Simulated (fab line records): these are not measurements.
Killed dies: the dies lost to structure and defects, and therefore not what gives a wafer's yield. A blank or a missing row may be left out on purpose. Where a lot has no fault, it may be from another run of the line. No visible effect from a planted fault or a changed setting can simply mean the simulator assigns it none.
The same fault as seen by 2 desks || flow n5-finfet || numbers are kept per desk, each desk with only its own; the story behind them comes last

THE TOOL OWNER'S DESK: ald-sin-04
The tool's own readings at N5_SPACER0_ALD_00 (deposits SiOCN, target thk 3.5 nm, pulse time 3 s, purge time 2 s): means of the sampled wafers that have a number, for each lot that ran on this tool. Any lot whose mean is over 4 standard deviations away from the usual mean is out of limits and marked OUT; that distance is given in the brackets.
Columns: A = heater-power-outer-w at N5_SPACER0_ALD_00, usual 527 W; B = heater-power-w at N5_SPACER0_ALD_00, usual 849 W; C = precursor-pulse-height-rel at N5_SPACER0_ALD_00, usual 0.998
{"lot": "L203", "first seen here": "day 4 01:06", "A": 536, "B": 858, "C": 0.993}
{"lot": "L205", "first seen here": "day 4 12:38", "A": 558, "B": 869, "C": 0.993}
{"lot": "L207", "first seen here": "day 5 03:24", "A": 524, "B": 858, "C": 1.018}
{"lot": "L208", "first seen here": "day 5 12:39", "A": 468, "B": 732, "C": 1.027}
{"lot": "L218", "first seen here": "day 7 17:26", "A": 501, "B": 819, "C": 0.993}
{"lot": "L220", "first seen here": "day 8 05:32", "A": 552, "B": 861, "C": 0.998}
{"lot": "L221", "first seen here": "day 8 11:04", "A": 556, "B": 866, "C": 0.987}
This desk found nothing out of limits on any of the 7 lots.

METROLOGY DESK
What the gauges read, lot by lot, whatever tool the lot ran on: means of the sampled wafers that have a number. Any lot whose mean is over 4 standard deviations away from the usual mean is out of limits and marked OUT; that distance is given in the brackets. 7 of its 19 readings are shown: the first one out of limits and those lying furthest out on some lot.
Columns: A = DIBL_N at N5_BEOL_M4_RC_MEAS_101, usual 36.3 mV/V; B = IOFF_N at N5_BEOL_M4_RC_MEAS_101, usual 0.16 nA/um; C = IOFF_N_85C at N5_BEOL_M4_RC_MEAS_101, usual 3.1 nA/um; D = IOFF_N_LIN at N5_BEOL_M4_RC_MEAS_101, usual 0.074 nA/um; E = IOFF_P at N5_BEOL_M4_RC_MEAS_101, usual 0.22 nA/um; F = IOFF_P_85C at N5_BEOL_M4_RC_MEAS_101, usual 3.7 nA/um; G = IOFF_P_LIN at N5_BEOL_M4_RC_MEAS_101, usual 0.102 nA/um
{"lot": "L203", "first seen here": "day 10 02:59", "A": 36.9, "B": 0.17, "C": 3.3, "D": 0.077, "E": 0.21, "F": 3.7, "G": 0.100}
{"lot": "L205", "first seen here": "day 10 15:55", "A": "44.2 (+4.9) OUT", "B": "0.40 (+7.5) OUT", "C": "6.7 (+6.9) OUT", "D": "0.150 (+6.4) OUT", "E": "0.55 (+7.4) OUT", "F": "7.7 (+6.5) OUT", "G": "0.211 (+6.8) OUT"}
{"lot": "L207", "first seen here": "day 11 15:10", "A": "45.0 (+5.5) OUT", "B": "0.44 (+8.7) OUT", "C": "7.3 (+7.9) OUT", "D": "0.156 (+6.8) OUT", "E": "0.71 (+11) OUT", "F": "9.7 (+9.7) OUT", "G": "0.266 (+10) OUT"}
{"lot": "L208", "first seen here": "day 11 17:10", "A": "51.2 (+9.3) OUT", "B": "0.73 (+18) OUT", "C": "11.2 (+15) OUT", "D": "0.242 (+14) OUT", "E": "0.77 (+12) OUT", "F": "10.9 (+12) OUT", "G": "0.287 (+12) OUT"}
{"lot": "L213", "first seen here": "day 13 12:34", "A": 36.6, "B": 0.16, "C": 3.1, "D": 0.073, "E": 0.21, "F": 3.6, "G": 0.101}
{"lot": "L218", "first seen here": "day 14 05:22", "A": 34.3, "B": 0.10, "C": 2.1, "D": 0.051, "E": 0.13, "F": 2.4, "G": 0.068}
{"lot": "L219", "first seen here": "day 14 09:46", "A": 36.1, "B": 0.19, "C": 3.6, "D": 0.085, "E": 0.26, "F": 4.3, "G": 0.118}
{"lot": "L220", "first seen here": "day 15 14:51", "A": 35.8, "B": 0.13, "C": 2.5, "D": 0.060, "E": 0.18, "F": 3.2, "G": 0.088}
{"lot": "L221", "first seen here": "day 15 18:29", "A": 36.9, "B": 0.17, "C": 3.2, "D": 0.076, "E": 0.19, "F": 3.4, "G": 0.092}
This desk's result: L205, L207, L208 out of limits, first on L205 (DIBL_N at N5_BEOL_M4_RC_MEAS_101), day 10 15:55. Within limits: L203, L213, L218, L219, L220, L221.

PUT TOGETHER
The metrology desk could have raised an alarm at day 10 15:55, on L205, L207, L208.
The desk of the tool owner found nothing out of limits.
On record at the tool owner's desk: L205, L207, L208, within its limits.
N5_SPACER0_ALD_00 was run on ald-sin-04 by each of the lots named.

WHAT WAS PUT IN BY THE SIMULATOR
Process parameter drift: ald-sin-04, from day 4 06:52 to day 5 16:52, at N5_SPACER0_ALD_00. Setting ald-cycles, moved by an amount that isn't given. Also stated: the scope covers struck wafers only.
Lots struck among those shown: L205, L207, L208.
Per desk, hours elapsed from the start of the fault to the first reading out of limits: for the metrology desk, 153.
